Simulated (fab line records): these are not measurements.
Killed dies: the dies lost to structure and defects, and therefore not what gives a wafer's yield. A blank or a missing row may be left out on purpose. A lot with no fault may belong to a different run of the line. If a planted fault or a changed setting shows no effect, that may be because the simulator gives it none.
Matching of chambers -- flow nandHarc -- rieDiel-06 running NHARC_A_BLC_STRIP_21: 4 sister chambers
The step strips in O2. 20 wafers are shown with their chamber, then 10 later ones without.

== WAFERS WITH THEIR CHAMBER ==
wafer,chamber,showerheadPlenumPTorr (Torr),rfVppV (V),throttleValvePct (%)
L074.4,0,3.41,57.2,17.050
L074.5,1,3.27,58.0,17.035
L074.6,2,3.55,56.2,17.029
L076.1,0,3.40,54.8,17.031
L076.2,1,3.27,56.0,17.038
L076.6,1,3.27,58.2,17.041
L075.3,3,3.53,59.3,17.033
L075.4,0,3.40,57.2,17.041
L075.6,1,3.27,56.1,17.042
L084.2,2,3.54,57.8,17.030
L084.4,3,3.53,58.1,17.029
L084.6,2,3.54,57.0,17.031
L086.1,3,3.53,60.2,17.030
L086.2,0,3.40,57.9,17.047
L086.4,1,3.27,56.9,17.041
L087.3,3,3.53,57.1,17.036
L087.5,2,3.54,58.1,17.052
L087.6,1,3.27,56.0,17.039
L090.3,3,3.53,58.9,17.036
L090.4,0,3.40,56.1,17.040

SIGNATURES (means of the wafers above)
reading,chamber 0,chamber 1,chamber 2,chamber 3,scatter within a chamber
showerheadPlenumPTorr,3.4020,3.2700,3.5425,3.5300,0.00311
rfVppV,56.640,56.867,57.275,58.720,1.08
throttleValvePct,17.04180,17.03933,17.03550,17.03280,0.0064
Rule: for a wafer and a chamber, the distance is found by dividing, reading by reading, the gap between the wafer's reading and the chamber's mean by the reading's scatter, squaring, summing and taking the root. If the next closest chamber is less than 2 further off than the closest, the wafer can't be placed; otherwise it belongs to the closest. The scatter is the square root of a quotient: the sum, over the shown wafers, of each reading's squared deviation from its chamber's mean, divided by wafers minus chambers.

== WAFERS WHOSE CHAMBER IS MISSING ==
wafer,showerheadPlenumPTorr (Torr),rfVppV (V),throttleValvePct (%)
L090.6,3.54,58.0,17.032
L091.1,3.53,57.7,17.047
L091.2,3.54,57.2,17.028
L091.4,3.27,56.8,17.029
L092.1,3.54,58.8,17.047
L092.3,3.40,58.0,17.026
L092.5,3.54,58.0,17.049
L097.2,3.39,55.9,17.038
L097.3,3.26,56.7,17.022
L097.5,3.52,58.7,17.050

== CHAMBER TAKEN BY EACH ==
wafer,from the rows above,in truth
L090.6,2,2
L091.1,3,3
L091.2,2,2
L091.4,1,1
L092.1,can't be placed: 2 or 3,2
L092.3,0,0
L092.5,can't be placed: 2 or 3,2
L097.2,0,0
L097.3,1,1
L097.5,3,3
Placed correctly: 8 of 10. These rows do not allow placing 2 (true chamber among the candidates in 2). Wrongly placed: 0.
